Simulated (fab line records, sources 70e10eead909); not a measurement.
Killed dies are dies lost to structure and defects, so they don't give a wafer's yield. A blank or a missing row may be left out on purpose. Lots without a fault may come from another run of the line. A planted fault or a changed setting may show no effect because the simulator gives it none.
Chamber matching | flow nand_harc | NHARC_A_M0_PRE_CLEAN_31 on pecvd-02: 3 sister chambers
The step time 12 s. 14 wafers are shown with their chamber, then 7 later ones without.

WAFERS WITH THEIR CHAMBER
wafer  | chamber | heater_power_w (W)
L187.1 | 1       | 648
L187.4 | 2       | 682
L187.6 | 1       | 665
L190.1 | 0       | 497
L190.2 | 1       | 566
L190.6 | 0       | 504
L188.2 | 2       | 726
L188.3 | 0       | 538
L188.4 | 1       | 665
L204.1 | 0       | 539
L204.4 | 0       | 545
L204.6 | 2       | 690
L203.1 | 1       | 570
L203.2 | 2       | 615

SIGNATURES (means of the wafers above)
reading        | chamber 0 | chamber 1 | chamber 2 | scatter within a chamber
heater_power_w | 524.60    | 622.80    | 678.25    | 41.2
Rule: a wafer's distance from a chamber is the root of the sum, over the readings, of the square of ((its reading less the chamber's mean) divided by the reading's scatter). The wafer belongs to the nearest chamber; if the next one is less than 2 further off, it can't be placed. The scatter: the root of (the sum of the squares of (reading less its chamber's mean) over the shown wafers, divided by (wafers less chambers)).

WAFERS WITHOUT THEIR CHAMBER
wafer  | heater_power_w (W)
L203.3 | 531
L205.4 | 702
L205.5 | 670
L205.6 | 523
L206.1 | 604
L206.3 | 603
L206.6 | 579

WHICH CHAMBER EACH WENT THROUGH
wafer  | from the rows above          | in truth
L203.3 | 0                            | 0
L205.4 | can't be placed: 2 or 1      | 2
L205.5 | can't be placed: 2 or 1      | 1
L205.6 | 0                            | 0
L206.1 | can't be placed: 1 or 2 or 0 | 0
L206.3 | can't be placed: 1 or 2 or 0 | 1
L206.6 | can't be placed: 1 or 0 or 2 | 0
Placed correctly: 2 of 7. Can't be placed from these rows: 5 (the true chamber is among the candidates in 5). Placed wrongly: 0.
